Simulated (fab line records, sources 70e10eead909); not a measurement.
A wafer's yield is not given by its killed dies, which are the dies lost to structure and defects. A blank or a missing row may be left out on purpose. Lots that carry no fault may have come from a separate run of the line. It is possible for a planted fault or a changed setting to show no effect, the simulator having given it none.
Chamber matching    flow nand harc    3 sister chambers for NHARC_A_ONON_D1_DEP_33 on pecvd-01
The step deposits SiO2, target thk 200 nm. 3 wafers are shown with their chamber, then 8 later ones without.

## WAFERS WITH THEIR CHAMBER
wafer   chamber  showerhead vpp V (V)
L091.2  0        1756
L091.6  1        1917
L090.2  2        1889

## WAFERS WITH NO CHAMBER GIVEN
wafer   showerhead vpp V (V)
L090.4  1788
L090.5  1911
L095.1  1912
L095.3  1912
L095.6  1917
L096.1  1838
L096.4  1877
L096.5  1765

## THE CHAMBER EACH PASSED THROUGH
wafer   from the rows above           in truth
L090.4  0                             0
L090.5  can't be placed: 1 or 2       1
L095.1  can't be placed: 1 or 2       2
L095.3  can't be placed: 1 or 2       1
L095.6  can't be placed: 1 or 2       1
L096.1  can't be placed: 2 or 1 or 0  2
L096.4  can't be placed: 2 or 1       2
L096.5  0                             0
2 of 8 placed correctly. Not placeable from these rows: 6 (in 6, the candidates include the true chamber). 0 placed wrongly.
How it was worked out, from the rows above alone: a wafer's distance from a chamber is the root of the sum, over the readings, of the square of ((its reading less the chamber's mean) divided by the reading's scatter). The wafer belongs to the nearest chamber; if the next one is less than 2 further off, it can't be placed. The mean given for a chamber averages the wafers shown for that chamber. The scatter (one wafer shown for each chamber): square how far every hidden wafer sits from the nearest shown wafer, average those squares and take the square root.
